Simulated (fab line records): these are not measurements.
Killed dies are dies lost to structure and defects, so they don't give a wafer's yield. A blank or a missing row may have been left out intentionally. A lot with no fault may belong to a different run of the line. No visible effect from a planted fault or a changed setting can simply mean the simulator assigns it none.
Matching of chambers	flow n5_finfet	rie_diel-02 running N5_BEOL_M15_STRIP_63: 4 sister chambers
The step strips in O2. 16 wafers are shown with their chamber, then 8 later ones without.

WAFERS, EACH WITH ITS CHAMBER
wafer	chamber	throttle_valve_pct (%)	drypump_motor_current_A (A)	showerhead_plenum_p_Torr (Torr)
L205.3	0	17.0	5.9	2.06
L205.4	1	16.4	5.9	2.03
L205.6	0	17.0	6.0	2.06
L207.1	3	17.1	5.0	1.99
L207.3	1	16.5	5.9	2.03
L207.5	0	17.0	6.0	2.05
L209.3	2	16.1	5.8	2.03
L209.4	1	16.5	5.9	2.03
L209.6	3	17.1	5.1	1.99
L210.1	3	17.1	5.1	1.99
L210.2	2	16.1	5.8	2.03
L210.6	2	16.1	5.8	2.03
L211.2	1	16.5	5.9	2.03
L211.4	3	17.1	5.1	1.99
L211.5	3	17.1	5.0	1.99
L223.3	1	16.5	5.9	2.02

SIGNATURES (averages over the wafers above)
reading	chamber 0	chamber 1	chamber 2	chamber 3	scatter within a chamber
throttle_valve_pct	17.000	16.480	16.100	17.100	0.0258
drypump_motor_current_A	5.967	5.900	5.800	5.060	0.0394
showerhead_plenum_p_Torr	2.0567	2.0280	2.0300	1.9900	0.0035
Rule: a wafer's distance from a chamber is the root of the sum, over the readings, of the square of ((its reading less the chamber's mean) divided by the reading's scatter). The wafer belongs to the nearest chamber; if the next one is less than 2 further off, it can't be placed. The scatter: the root of (the sum of the squares of (reading less its chamber's mean) over the shown wafers, divided by (wafers less chambers)).

WAFERS WITHOUT THEIR CHAMBER
wafer	throttle_valve_pct (%)	drypump_motor_current_A (A)	showerhead_plenum_p_Torr (Torr)
L223.4	17.1	6.0	2.04
L223.5	17.1	5.1	1.98
L225.1	17.1	6.0	2.04
L225.5	17.1	5.0	1.98
L225.6	16.1	5.8	2.02
L226.1	17.1	5.0	1.98
L226.2	16.2	5.8	2.02
L226.3	16.5	5.9	2.02

THE CHAMBER EACH PASSED THROUGH
wafer	from the rows above	in truth
L223.4	0	0
L223.5	3	3
L225.1	0	0
L225.5	3	3
L225.6	2	2
L226.1	3	3
L226.2	2	2
L226.3	1	1
8 of 8 placed correctly. Number that these rows cannot place: 0. 0 placed wrongly.
